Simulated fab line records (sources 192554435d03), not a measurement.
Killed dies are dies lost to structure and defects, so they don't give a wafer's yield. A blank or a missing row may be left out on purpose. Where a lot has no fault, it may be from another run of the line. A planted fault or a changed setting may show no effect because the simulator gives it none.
Split-lot study :: flow n5Finfet :: 21 wafers read across 7 lots, on a route 1938 steps long

SPLIT DETAILS
At N5_MOL_CONTACT_COAG_ETCH_124 (etches SiNx in CH3F/O2, stops on SiOC, target depth 6.5 nm), the setting biasW was moved away from the recipe's 73 W on 10 of the 21 wafers read, by -12.8% to +14.6%. All remaining wafers had this setting at the recipe value.

The reading is taken at the split's own step.

THE READING
rfVppV, in V, at N5_MOL_CONTACT_COAG_ETCH_124 (etches SiNx in CH3F/O2, stops on SiOC, target depth 6.5 nm). Typical for fault-free wafers on this fab line: 299 V, with standard deviation 5.4 V.

wafer: L078.2
tool, chamber at the split: rieDiel-04, 3
biasW as run, W: 73
against the recipe: recipe
rfVppV, V: 297
against lot-mates on the recipe: -

wafer: L078.4
tool, chamber at the split: rieDiel-04, 1
biasW as run, W: 73
against the recipe: recipe
rfVppV, V: 300
against lot-mates on the recipe: -

wafer: L078.6
tool, chamber at the split: rieDiel-04, 1
biasW as run, W: 73
against the recipe: recipe
rfVppV, V: 300
against lot-mates on the recipe: -

wafer: L081.2
tool, chamber at the split: rieDiel-02, 3
biasW as run, W: 77.99
against the recipe: +6.8%
rfVppV, V: 322
against lot-mates on the recipe: +27

wafer: L081.3
tool, chamber at the split: rieDiel-02, 1
biasW as run, W: 73
against the recipe: recipe
rfVppV, V: 295
against lot-mates on the recipe: -

wafer: L081.4
tool, chamber at the split: rieDiel-02, 0
biasW as run, W: 77.99
against the recipe: +6.8%
rfVppV, V: 315
against lot-mates on the recipe: +20

wafer: L083.2
tool, chamber at the split: rieDiel-04, 0
biasW as run, W: 73
against the recipe: recipe
rfVppV, V: 289
against lot-mates on the recipe: -

wafer: L083.4
tool, chamber at the split: rieDiel-04, 3
biasW as run, W: 66.62
against the recipe: -8.7%
rfVppV, V: 277
against lot-mates on the recipe: -12

wafer: L083.5
tool, chamber at the split: rieDiel-04, 2
biasW as run, W: 66.62
against the recipe: -8.7%
rfVppV, V: 271
against lot-mates on the recipe: -18

wafer: L085.1
tool, chamber at the split: rieDiel-02, 3
biasW as run, W: 81.15
against the recipe: +11.2%
rfVppV, V: 332
against lot-mates on the recipe: +34

wafer: L085.2
tool, chamber at the split: rieDiel-02, 0
biasW as run, W: 73
against the recipe: recipe
rfVppV, V: 300
against lot-mates on the recipe: -

wafer: L085.3
tool, chamber at the split: rieDiel-02, 1
biasW as run, W: 73
against the recipe: recipe
rfVppV, V: 297
against lot-mates on the recipe: -

wafer: L089.1
tool, chamber at the split: rieDiel-04, 2
biasW as run, W: 73
against the recipe: recipe
rfVppV, V: 293
against lot-mates on the recipe: -

wafer: L089.3
tool, chamber at the split: rieDiel-04, 0
biasW as run, W: 83.67
against the recipe: +14.6%
rfVppV, V: 319
against lot-mates on the recipe: +26

wafer: L089.5
tool, chamber at the split: rieDiel-04, 1
biasW as run, W: 83.67
against the recipe: +14.6%
rfVppV, V: 335
against lot-mates on the recipe: +42

wafer: L092.1
tool, chamber at the split: rieDiel-05, 3
biasW as run, W: 73
against the recipe: recipe
rfVppV, V: 298
against lot-mates on the recipe: -

wafer: L092.3
tool, chamber at the split: rieDiel-05, 1
biasW as run, W: 77.16
against the recipe: +5.7%
rfVppV, V: 312
against lot-mates on the recipe: +14

wafer: L092.6
tool, chamber at the split: rieDiel-05, 3
biasW as run, W: 73
against the recipe: recipe
rfVppV, V: 299
against lot-mates on the recipe: -

wafer: L095.3
tool, chamber at the split: rieDiel-05, 0
biasW as run, W: 73
against the recipe: recipe
rfVppV, V: 307
against lot-mates on the recipe: -

wafer: L095.5
tool, chamber at the split: rieDiel-05, 3
biasW as run, W: 63.66
against the recipe: -12.8%
rfVppV, V: 269
against lot-mates on the recipe: -38

wafer: L095.6
tool, chamber at the split: rieDiel-05, 2
biasW as run, W: 63.66
against the recipe: -12.8%
rfVppV, V: 269
against lot-mates on the recipe: -38

FIT RESULTS
A straight line over all 21 wafers: rfVppV changes by +2.38 V for each +1% of biasW; r = +0.96; the points scatter about the line by 5.4 V.
The same after taking each lot's own level away (the mean of its wafers on the recipe; 21 wafers): +2.58 V for each +1%; r = +0.97; scatter 4.9 V.
On that fit, the largest move of biasW shifts the reading by 38 V.
Measured against the standard deviation above, the lots' own levels, which go from 289.0 to 307.0 V, span 3.3 times it.
So the lot-to-lot level changes the slope little: the two slopes agree.
Check: for one of the wafers moved furthest among these (+14.6%), held out of the fit, the line's prediction against its lot-mates is +41.7 V. It came out at +26 V against them.
Tool readings at the split's step, against how far the setting was moved: rfVppV r = +0.96.

FURTHER SPLITS ON THESE WAFERS
Before the reading, these wafers also passed through other splits. Each is held against what the fit with the lots' levels taken away leaves over:
other split on the same wafers: N5_SD_EPI_N_DESCUM_14 timeS
wafers away from the commonest value: 8
r with rfVppV (lot level and that fit taken away): +0.54

other split on the same wafers: N5_HKMG_FIN_COAT_29 spinRpm
wafers away from the commonest value: 7
r with rfVppV (lot level and that fit taken away): -0.03

other split on the same wafers: N5_HKMG_FIN_DESCUM_17 timeS
wafers away from the commonest value: 5
r with rfVppV (lot level and that fit taken away): +0.00

other split on the same wafers: N5_GATE_CUT_DESCUM_18 timeS
wafers away from the commonest value: 4
r with rfVppV (lot level and that fit taken away): +0.12

other split on the same wafers: N5_MOL_CONTACT_COAG_CONTACT_ETCH_14 sourceW
wafers away from the commonest value: 7
r with rfVppV (lot level and that fit taken away): -0.04

other split on the same wafers: N5_MOL_CONTACT_COAG_ALD_133 aldCycles
wafers away from the commonest value: 9
r with rfVppV (lot level and that fit taken away): +0.23

FILE'S OWN FIT
rfVppV changes by +2.62 V for each +1% of biasW, r = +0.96.
